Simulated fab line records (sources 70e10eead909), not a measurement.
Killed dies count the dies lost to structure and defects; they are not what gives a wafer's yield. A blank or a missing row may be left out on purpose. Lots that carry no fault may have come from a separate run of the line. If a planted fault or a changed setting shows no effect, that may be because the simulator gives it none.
A lot that was struck, set against a sound lot    flow nandHarc    19 steps out of a route of 1159
Sound: these wafers, L216.2, L216.3, L216.6. Struck: wafer L220.1 (L220.3, L220.5, from the same lot, were not struck and are left out); the cause is given at the end.
At each step with rows: each side's tool, then ch and its chambers, then its first start. Under that, the readings that differ: sound wafers    struck wafers    difference of the means    sigmas: that difference in standard deviations of wafers without a fault.
alike: same words and numbers on both sides, and readings whose means sit less than 2 such deviations apart. not compared: any withheld reading, any reading some wafer has no value for, any bound like >300 that may hide the same value, and any number with overlapping values for which the record gives no deviation.
A row with sigmas, a row that says differs or no value, or rows on one side alone: a step with any of these is where the two part. Non-overlapping numbers with no deviation appear without sigmas and do not part them. Lack of a reading on every wafer of one side parts them only where that side has two or more wafers.

NHARC_A_CHANNEL_HOLE_D1_ETCH_21: etches the open film in C4F8/O2/Ar, time 514.3 s, target depth 1600 nm.
  sound on harEtch-01 ch 1, day 9 03:58; struck on harEtch-01 ch 1, day 10 03:44
  alike: drypumpMotorCurrentA, showerheadPlenumPTorr, throttleValvePct
  not compared: rfHoursCounterH
NHARC_A_CHANNEL_HOLE_D1_ETCH_22: etches the open film in C4F8/O2/Ar, time 666.7 s, target depth 1600 nm.
  sound on harEtch-01 ch 1, day 9 04:25; struck on harEtch-01 ch 1, day 10 04:11
  alike: drypumpMotorCurrentA, showerheadPlenumPTorr, throttleValvePct
  not compared: rfHoursCounterH
then, 1 step without rows for these wafers: NHARC_A_CHANNEL_HOLE_D1_ETCH_23 (etches the open film in C4F8/O2/Ar, time 819 s, target depth 1600 nm).
NHARC_A_CHANNEL_HOLE_D1_ETCH_24: etches the open film in C4F8/O2/Ar, time 906.2 s, target depth 1500 nm.
  sound on harEtch-01 ch 1, day 9 05:41; struck on harEtch-01 ch 1, day 10 05:29
  alike: drypumpMotorCurrentA, showerheadPlenumPTorr, throttleValvePct
  not compared: rfHoursCounterH
then, 6 steps without rows for these wafers: NHARC_A_CHANNEL_HOLE_D1_ETCH_25 (etches the open film in C4F8/O2/Ar, time 1040.2 s, target depth 1500 nm); NHARC_A_CHANNEL_HOLE_D1_ETCH_26 (etches the open film in C4F8/O2/Ar, time 224.1 s, target depth 300 nm); NHARC_A_CHANNEL_HOLE_D1_ETCH_33 (etches the open film in C4F8/O2/Ar, time 90 s, target depth 400 nm); NHARC_A_CHANNEL_HOLE_D1_STRIP_41 (strips in N2/H2); NHARC_A_CHANNEL_HOLE_D1_STRIP_42 (strips in CF4/CHF3); NHARC_A_CHANNEL_HOLE_D1_STRIP_43 (strips in O2/COS).
NHARC_A_CHANNEL_HOLE_D1_ETCH_44: etches the open film in CF4/O2, target depth 140 nm, overetch 14 nm, time 77 s.
  sound on rieDiel-11 ch 1,2,3, day 9 08:16; struck on rieDiel-13 ch 2, day 10 07:58
reading               sound                 struck  difference  sigmas
oesProductAu (a.u.)   0.992 1.003 1.004     0.979   -0.021      -3
throttleValvePct (%)  13.386 13.396 13.390  13.419  +0.028      +3
  alike: biasW, drypumpMotorCurrentA, oes_ar_750_au, rfVppV, showerheadPlenumPTorr
  not compared: rfHoursCounterH
NHARC_A_CHANNEL_HOLE_D1_STRIP_27: strips in O2.
  sound on rieDiel-11 ch 0,2,3; struck on rieDiel-13 ch 1
reading               sound                 struck  difference  sigmas
throttleValvePct (%)  17.039 17.021 17.033  17.051  +0.020      +2
  alike: drypumpMotorCurrentA, oesProductAu, rfVppV, showerheadPlenumPTorr
  not compared: rfHoursCounterH
NHARC_A_CHANNEL_HOLE_D1_PRECLEAN_28: cleans in SC1.
  sound on wetBench-01 ch 0,3,4, day 9 08:56; struck on wetBench-09 ch 0,3,4, day 10 08:37
following that, these wafers have no rows for 1 step: NHARC_A_CHANNEL_HOLE_D1_SRD_29.
NHARC_A_CHANNEL_HOLE_D1_CD_MEAS_30:
  sound on cdSem-03, day 9 09:04; struck on cdSem-03, day 10 08:44
  alike: cdNm
following that, these wafers have no rows for 1 step: NHARC_A_CHANNEL_HOLE_D1_XSEM_31.
NHARC_A_CHANNEL_HOLE_D1_INSPECT_40:
  sound on defectInspect-01, day 9 09:15; struck on defectInspect-02, day 10 08:56
reading         sound     struck  difference  sigmas
rawDefectCount  62 88 74  377     +302        +19
then, 1 step without rows for these wafers: NHARC_A_CHANNEL_FILL_D1_PRECLEAN_00 (cleans in SC1).
-- record jumps: 10 days between struck wafers' starts before vs after; left off in module A_CHANNEL_FILL_D1, resumes in module END, first step shown is number 1159 of the route --
NHARC_END_SORT_01:
  the record has rows for the struck wafers here (prober-01 ch 0, day 20 19:13) and none for the sound ones

== WHERE THEY PART ==
At NHARC_A_CHANNEL_HOLE_D1_ETCH_44 first; at NHARC_END_SORT_01 last (within this record only).

WHY: the cause the simulator had injected
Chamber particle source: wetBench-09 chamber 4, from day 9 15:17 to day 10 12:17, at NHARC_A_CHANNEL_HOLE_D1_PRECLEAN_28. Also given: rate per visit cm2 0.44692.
